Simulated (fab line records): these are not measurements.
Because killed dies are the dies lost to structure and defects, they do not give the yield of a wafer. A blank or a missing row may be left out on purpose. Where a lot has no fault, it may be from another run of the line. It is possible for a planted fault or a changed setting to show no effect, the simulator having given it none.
fab line records    flow n5_finfet
[record] lots = 9  wafers = 27  last_day = 19
route steps=1938 shown DUMMY_GATE@248 SPACER0@258 SD_EPI_N@277 BEOL_M4@1111 PASSIVATION@1936
lots untouched by any fault: they come from a run of this same line in which no faults occurred
start_h: start of the lot's first displayed wafer, in hours after the record's first day    wait_h: how many hours have passed since the lot's step before this one    " the same as in the row above    L1.1+2: one row covering several wafers at once    - no value, or no start given    * or withheld: withheld    < > ~ a bound
route shown NAME@n: NAME is a module with steps in the file, n the number in the route of the first one    usual: mean and standard deviation over wafers with no fault    same: alike in all rows    chamber/n: place in a boat    sites: per-site readings    _std_site: standard deviation across them    _edge_site: outer sites' mean less inner sites'    radius_mm: for every site, how far away it sits from the centre of the wafer    mask NAME#n: copy n    behind: the most recent tool/chamber to have shaped the wafer    hold: why the lot went on hold/how many hours it stayed there/how the hold came to an end    device: transistor that didn't switch, given as n, p or np    end of line: tests run on the same wafers once the route is complete    step lacking rows: just its recipe    killed: the dies lost at the first sort to structure and to defects; this is not the yield of the wafer    map: the dies of a wafer, with x for killed, . for not killed, _ for no die there
set.NAME: the setting the step ran with; set.NAME@STEP: the setting that earlier step ran with    model.NAME: the simulator's own value behind a step, which no gauge read
route steps across a sampled set of lots; one table per step, one row per wafer
services: a tool's chamber out of use, with start hour (start_h, from the record's first day; less than 0 if before it), hours out, and reason
[[steps]]
[step N5_DUMMY_GATE_ETCH_44]
[recipe] chemistry = HBr/O2  over_etch_frac = 0.7  target_depth_a = 1275  stop_on = SiO2  ion_energy_ev = 60  bias_w = 20  target = poly-Si  mask_material = SiO2  pressure_mtorr = 20  icp_w = 400  HBr_flow_sccm = 120  O2_flow_sccm = 10
[usual] drypump_motor_current_A = 5.9/0.55  oes_product_au = 0.724/0.012  throttle_valve_pct = 18.52/0.21
[same] over_etch_frac = 0.7
lot.wafer  tool       chamber  start_h  wait_h  drypump_motor_current_A  oes_product_au  rf_hours_counter_h  throttle_valve_pct
L426.2     rie_si-04  0        51.90    0.0     6.2                      0.748           39                  18.72
L426.5     "          3        "        "       6.0                      0.726           -                   18.48
L426.6     "          2        "        "       6.4                      0.743           -                   18.51
L428.2     rie_si-01  2        63.73    0.0     6.3                      0.713           45                  18.66
L428.4     "          3        "        "       5.7                      0.723           90                  18.55
L428.6     "          0        "        "       6.5                      0.725           -                   18.65
L430.1     rie_si-03  3        73.75    0.0     6.4                      0.732           98                  18.87
L430.2     "          1        "        "       6.5                      0.728           70                  18.70
L430.6     "          3        "        "       6.4                      0.722           -                   18.88
L434.3     rie_si-04  1        96.39    0.0     6.0                      0.734           8                   18.61
L434.5     "          1        "        "       6.0                      0.732           -                   18.60
L434.6     "          2        "        "       6.4                      0.733           -                   18.52
L436.1     rie_si-04  1        106.92   0.0     5.9                      0.737           8                   18.61
L436.4     "          2        "        "       6.4                      0.740           1                   18.51
L436.5     "          2        "        "       6.4                      0.735           -                   18.52
L442.3     rie_si-01  3        142.42   0.0     5.7                      0.725           92                  18.56
L442.4     "          1        "        "       4.9                      0.725           -                   18.14
L442.5     "          2        "        "       6.3                      0.717           -                   18.66
L445.3     rie_si-01  0        160.39   0.0     6.5                      0.708           0                   18.55
L445.4     "          1        "        "       4.9                      0.725           148                 18.15
L445.6     "          1        "        "       4.9                      0.718           -                   18.14
L447.1     rie_si-04  2        174.85   0.0     6.4                      0.739           2                   18.53
L447.4     "          1        "        "       5.9                      0.732           9                   18.60
L447.5     "          2        "        "       6.4                      0.746           -                   18.50
L449.3     rie_si-01  2        185.54   0.0     6.3                      0.714           47                  18.66
L449.4     "          3        "        "       5.7                      0.716           92                  18.54
L449.5     "          1        "        "       4.9                      0.711           -                   18.15
[step N5_SPACER0_ALD_07]
[recipe] material = SiNx  target_thk_a = 20  temp_c = 400  ald_precursor_family = SiH2I2  ald_co_reactant = N2/H2-plasma  pressure_torr = 2
[usual] heater_power_w = 833/73
lot.wafer  tool        chamber  start_h  wait_h  heater_power_w
L426.2     ald_sin-04  2        52.33    0.0     780
L426.5     "           3        "        "       755
L426.6     "           0        "        "       827
L428.2     ald_sin-01  3        64.17    0.0     994
L428.4     "           0        "        "       844
L428.6     "           3        "        "       1006
L430.1     ald_sin-01  3        74.18    0.0     1001
L430.2     "           1        "        "       885
L430.6     "           0        "        "       863
L434.3     ald_sin-04  0        96.82    0.0     815
L434.5     "           1        "        "       742
L434.6     "           0        "        "       830
L436.1     ald_sin-04  2        107.36   0.1     782
L436.4     "           0        "        "       814
L436.5     "           0        "        "       837
L442.3     ald_sin-04  0        142.85   0.0     827
L442.4     "           1        "        "       741
L442.5     "           3        "        "       757
L445.3     ald_sin-04  2        160.89   0.0     815
L445.4     "           1        "        "       770
L445.6     "           0        "        "       827
L447.1     ald_sin-01  3        176.03   0.5     1016
L447.4     "           0        "        "       883
L447.5     "           2        "        "       797
L449.3     ald_sin-04  1        186.37   0.4     762
L449.4     "           2        "        "       796
L449.5     "           0        "        "       826
[step N5_SD_EPI_N_ETCHBACK_44]
[recipe] chemistry = CH3F/O2  mode = anisotropic_etchback  target = SiNx  target_depth_a = 145  stop_on = SiO2  over_etch_frac = 0.3  ion_energy_ev = 120  pressure_mtorr = 30  source_w = 395  bias_w = 73  Ar_flow_sccm = 150  CH3F_flow_sccm = 30  O2_flow_sccm = 20
[usual] CH3F_flow_sccm = 29.99/0.095  drypump_motor_current_A = 5.8/0.42  oes_product_au = 0.64/0.041  over_etch_frac = 0.3/0  rf_vpp_V = 299/5.5  showerhead_plenum_p_Torr = 2.01/0.077  throttle_valve_pct = 16.39/0.24
lot.wafer  tool         chamber  start_h  wait_h  CH3F_flow_sccm  drypump_motor_current_A  oes_product_au  over_etch_frac  rf_hours_counter_h  rf_vpp_V  showerhead_plenum_p_Torr  throttle_valve_pct
L426.2     rie_diel-05  0        53.80    0.0     30.09           5.6                      0.63            0.3             165                 305       1.99                      16.66
L426.5     "            1        "        "       29.86           6.5                      0.62            0.3             -                   299       1.91                      16.54
L426.6     "            2        "        "       29.88           5.5                      0.65            0.3             -                   301       2.07                      16.09
L428.2     rie_diel-04  3        65.73    0.0     29.82           5.7                      0.63            0.3             169                 298       2.08                      16.67
L428.4     "            1        "        "       30.06           5.3                      0.64            0.3             175                 300       2.09                      16.74
L428.6     "            2        "        "       29.93           6.0                      0.66            0.3             -                   294       1.92                      16.21
L430.1     rie_diel-02  1        75.65    0.0     30.07           5.8                      0.64            0.3             165                 295       2.07                      16.45
L430.2     "            0        "        "       30.02           5.8                      0.62            0.3             206                 300       1.90                      16.32
L430.6     "            2        "        "       29.98           6.4                      0.74            0.3             -                   307       2.13                      16.20
L434.3     rie_diel-04  2        98.17    0.0     30.01           6.0                      0.65            0.3             162                 293       1.92                      16.24
L434.5     "            0        "        "       30.01           5.6                      0.72            0.3             -                   287       1.94                      15.91
L434.6     "            3        "        "       30.01           5.7                      0.61            0.3             -                   298       2.07                      16.71
L436.1     rie_diel-02  3        108.71   0.0     29.93           4.9                      0.62            0.3             191                 306       1.97                      16.30
L436.4     "            2        "        "       30.05           6.4                      0.73            0.3             44                  306       2.13                      16.21
L436.5     "            0        "        "       29.93           5.8                      0.62            0.3             -                   299       1.90                      16.33
L442.3     rie_diel-04  3        144.20   0.0     30.07           5.7                      0.57            0.48493         199                 298       2.07                      16.74
L442.4     "            0        "        "       29.94           5.6                      0.68            0.3             71                  287       1.94                      15.96
L442.5     "            0        "        "       29.99           5.6                      0.64            0.48493         -                   288       1.94                      15.94
L445.3     rie_diel-04  2        162.48   0.0     29.96           6.0                      0.59            0.48493         184                 292       1.91                      16.27
L445.4     "            0        "        "       30.01           5.6                      0.68            0.3             -                   286       1.94                      15.96
L445.6     "            3        "        "       29.93           5.7                      0.61            0.3             -                   299       2.07                      16.75
L447.1     rie_diel-02  1        177.50   0.0     30.08           5.8                      0.62            0.3             200                 295       2.06                      16.52
L447.4     "            0        "        "       29.96           5.7                      0.60            0.3             241                 297       1.89                      16.38
L447.5     "            1        "        "       30.05           5.8                      0.62            0.3             -                   295       2.06                      16.51
L449.3     rie_diel-02  2        187.71   0.0     29.97           6.4                      0.71            0.3             70                  304       2.12                      16.26
L449.4     "            1        "        "       30.25           5.8                      0.62            0.3             204                 296       2.06                      16.54
L449.5     "            2        "        "       29.95           6.4                      0.71            0.3             -                   305       2.12                      16.28
[step N5_SD_EPI_N_VAPOR_ETCH_50]
[recipe] chemistry = HCl  target = Si  temp_c = 775  time_s = 54  pressure_torr = 20  mode = isotropic
[usual] throttle_valve_pct = 11.88/0.29
lot.wafer  tool          chamber  start_h  wait_h  throttle_valve_pct
L426.2     epi_rpcvd-04  0        54.91    0.3     11.57
L426.5     "             0        "        "       11.53
L426.6     "             0        "        "       11.83
L428.2     epi_rpcvd-02  0        66.83    0.3     11.94
L428.4     "             0        "        "       12.39
L428.6     "             0        "        "       12.05
L430.1     epi_rpcvd-02  0        76.73    0.3     11.95
L430.2     "             0        "        "       11.88
L430.6     "             0        "        "       12.36
L434.3     epi_rpcvd-04  0        99.31    0.2     11.62
L434.5     "             0        "        "       11.51
L434.6     "             0        "        "       11.65
L436.1     epi_rpcvd-01  0        109.91   0.4     12.01
L436.4     "             0        "        "       12.09
L436.5     "             0        "        "       11.81
L442.3     epi_rpcvd-04  0        145.48   0.3     11.49
L442.4     "             0        "        "       11.61
L442.5     "             0        "        "       11.46
L445.3     epi_rpcvd-01  0        163.97   0.2     12.11
L445.4     "             0        "        "       12.37
L445.6     "             0        "        "       11.93
L447.1     epi_rpcvd-02  0        178.58   0.3     12.22
L447.4     "             0        "        "       12.20
L447.5     "             0        "        "       12.36
L449.3     epi_rpcvd-02  0        188.87   0.2     12.24
L449.4     "             0        "        "       12.16
L449.5     "             0        "        "       12.04
[step N5_BEOL_M4_RC_MEAS_101]
[usual] DIBL_N = 36.6/1.9  DIBL_P = 36.7/2.2  IOFF_N = 0.16/0.035  IOFF_P = 0.22/0.038  ION_N = 672/14  ION_P = 462/8.3  SS_N = 71.6/0.65  SS_P = 73.5/0.72  VT_N = 250/3.5  VT_P = -250/3.1
lot.wafer  tool       chamber  start_h  wait_h  DIBL_N[mV/V]  DIBL_P[mV/V]  IOFF_N[nA/um]  IOFF_P[nA/um]  ION_N[uA/um]  ION_P[uA/um]  SS_N[mV/dec]  SS_P[mV/dec]  VT_N[mV]  VT_P[mV]
L426.2     prober-01  0        203.17   0.2     39.2          40.5          0.22           0.34           686           483           71.1          74.5          243       -239
L426.5     "          0        "        "       37.5          39.0          0.17           0.29           677           471           71.0          73.9          247       -244
L426.6     "          0        "        "       33.2          32.6          0.10           0.18           646           455           69.9          72.5          255       -252
L430.1     prober-02  0        207.69   0.0     36.5          36.7          0.15           0.19           653           448           71.6          73.3          254       -258
L430.2     "          0        "        "       34.4          34.7          0.12           0.16           667           453           71.0          72.7          254       -257
L430.6     "          0        "        "       33.4          32.6          0.11           0.14           650           442           70.7          71.6          257       -257
L428.2     prober-02  0        218.38   0.2     37.3          37.3          0.16           0.25           690           480           71.2          73.6          248       -247
L428.4     "          0        "        "       33.2          32.7          0.11           0.18           685           474           70.0          72.5          253       -250
L428.6     "          0        "        "       34.2          34.5          0.13           0.20           676           477           70.5          72.5          251       -249
L434.3     prober-01  0        238.77   0.3     36.2          36.5          0.14           0.21           674           459           71.4          73.3          256       -252
L434.5     "          0        "        "       36.9          37.1          0.16           0.23           673           467           71.7          74.2          251       -245
L434.6     "          0        "        "       35.3          35.5          0.13           0.20           674           465           71.0          73.5          251       -250
L436.1     prober-02  0        257.28   0.0     34.1          33.4          0.13           0.17           650           448           71.7          72.8          254       -253
L436.4     "          0        "        "       33.8          32.8          0.12           0.16           656           454           71.4          72.9          256       -253
L436.5     "          0        "        "       33.7          32.6          0.12           0.16           642           439           71.3          72.9          258       -251
L442.3     prober-01  0        291.31   0.3     39.2          40.6          0.22           0.29           673           462           72.4          74.8          247       -244
L442.4     "          0        "        "       35.6          36.4          0.15           0.21           656           456           71.5          72.8          253       -249
L442.5     "          0        "        "       38.9          40.4          0.22           0.30           672           467           73.0          74.9          244       -247
L445.3     prober-02  0        297.27   0.3     41.3          42.0          0.27           0.32           695           467           73.0          74.4          244       -245
L445.4     "          0        "        "       35.1          35.6          0.14           0.21           663           457           71.1          73.1          251       -249
L445.6     "          0        "        "       36.6          36.8          0.16           0.21           676           462           71.7          73.4          250       -251
L447.1     prober-02  0        326.31   0.0     38.1          37.1          0.19           0.25           669           458           71.4          73.8          249       -248
L447.4     "          0        "        "       35.2          34.2          0.14           0.19           680           466           71.2          72.6          251       -250
L447.5     "          0        "        "       35.7          34.4          0.14           0.21           678           474           71.6          73.6          249       -248
L449.3     prober-01  0        328.16   0.3     37.0          38.4          0.17           0.22           674           467           71.4          73.3          251       -250
L449.4     "          0        "        "       36.8          38.0          0.17           0.24           676           459           72.2          74.1          248       -248
L449.5     "          0        "        "       38.7          39.6          0.20           0.26           694           470           72.2          73.6          249       -248
[step N5_PASSIVATION_PROBE_49]
[usual] defect_limited_yield = 91.6/1.4  killed_at_M0_to_M3 = 35/10  killed_at_M4_up = 13/4.8  killed_at_contacts = 12/7.2  killed_at_front_end = 36/12  killed_at_other = 4/3.1  killed_dies = 100/17  killed_open = 66/13  killed_short = 32/7.3  sort_bin_5_function = 5.0/0.94  sort_bin_6_memory = 3.1/0.67  sort_bin_8_speed = 0.01/0.047  sort_n_pass = 1080/17  sort_yield_pct = 91.6/1.4
[same] gross_dies = 1180  killed_at_back_side = 0  sort_bin_4_leakage[%] = 0
lot.wafer  tool       chamber  start_h  wait_h  defect_limited_yield[%]  killed_at_M0_to_M3  killed_at_M4_up  killed_at_contacts  killed_at_front_end  killed_at_other  killed_dies  killed_open  killed_short  sort_bin_5_function[%]  sort_bin_6_memory[%]  sort_bin_8_speed[%]  sort_n_pass  sort_yield_pct[%]
L442.3     prober-01  -        412.19   0.1     93.0                     18                  10               12                  39                   4                83           58           25            4.7                     2.3                   0                    1097         93.0
L442.4     prober-01  -        412.24   0.2     92.0                     33                  7                16                  35                   3                94           56           38            5.1                     2.8                   0                    1086         92.0
L442.5     prober-01  -        412.29   0.2     94.0                     38                  8                5                   20                   0                71           41           30            3.3                     2.5                   0                    1109         94.0
// killed by level:class
L442.3 STI_FIN_REVEAL:geometric_particle:open=13 MOL_CONTACT_COAG:geometric_particle:open=8 BEOL_M0_SAQP:geometric_particle:short=5 BEOL_M3:geometric_particle:open=5 GATE_CUT:geometric_particle:short=4 MOL_CONTACT_COAG:geometric_particle:short=4 BEOL_M0_SAQP:geometric_particle:open=4 STI_FIN_REVEAL:geometric_particle:short=3
L442.4 STI_FIN_REVEAL:geometric_particle:open=13 MOL_CONTACT_COAG:geometric_particle:open=12 FIN_SAQP:geometric_particle:short=10 BEOL_M0_SAQP:geometric_particle:short=7 BEOL_M0_SAQP:geometric_particle:open=7 BEOL_M1:geometric_particle:open=5 BEOL_M3:geometric_particle:open=5 GATE_CUT:geometric_particle:short=4
L442.5 BEOL_M0_SAQP:geometric_particle:open=18 BEOL_M0_SAQP:geometric_particle:short=11 FIN_SAQP:geometric_particle:short=5 BEOL_M4:geometric_particle:open=5 STARTING-WAFER:geometric_particle:short=4 BEOL_M2:geometric_particle:open=4 DUMMY_GATE:geometric_particle:open=3 MOL_CONTACT_COAG:geometric_particle:short=3
[[services]]
tool          chamber  start_h  hours  kind
rie_diel-02   -        30.50    0.2    repair
rie_si-04     2        33.31    -      clean
rie_si-04     2        33.31    15.9   scheduled_down
rie_si-04     2        33.31    15.9   vent_cycle
rie_diel-02   1        38.04    19.6   repair
rie_diel-05   3        48.03    14.3   repair
rie_si-01     3        51.18    5.7    repair
rie_si-03     1        55.40    6.2    repair
epi_rpcvd-02  -        55.69    1.5    repair
rie_diel-02   1        58.16    9.7    repair
rie_diel-05   -        70.86    2.8    pm
ald_sin-01    0        93.11    4.9    repair
rie_si-01     0        99.56    38.7   repair
ald_sin-01    -        112.30   2.8    pm
rie_diel-05   -        117.75   0.6    repair
rie_si-03     2        120.54   1.2    repair
rie_diel-05   -        126.84   0.3    repair
rie_si-01     0        138.26   -      clean
rie_si-01     0        138.26   14.2   scheduled_down
ald_sin-04    2        141.60   3.9    repair
rie_diel-04   0        146.11   2.5    repair
rie_si-01     -        169.59   2.8    pm
epi_rpcvd-04  -        170.91   2.8    pm
rie_si-03     -        174.22   2.8    pm
[[key]]
[first_sign] step = N5_SD_EPI_N_ETCHBACK_44  reading = over_etch_frac  direction = up  sigmas = 99+  usual = 0.3  struck = 0.48493
effect none on later readings
met_at N5_SD_EPI_N_ETCHBACK_44
struck_lots L442,L445
struck_wafers L442.3,L442.5,L445.3
not_acting_at N5_DUMMY_GATE_ETCH_44,N5_SPACER0_ALD_07,N5_SD_EPI_N_VAPOR_ETCH_50
onset_between 98.17 144.20
[fault] kind = process_parameter_drift  tool = rie_diel-04  chamber = -  onset_h = 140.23  steps = N5_SD_EPI_N_ETCHBACK_44  channel = over_etch_frac  offset = 0.18493  shape = step  end_h = 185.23  scope = struck_wafers_only  acts_in = these_recipes_only  stated = 0.3
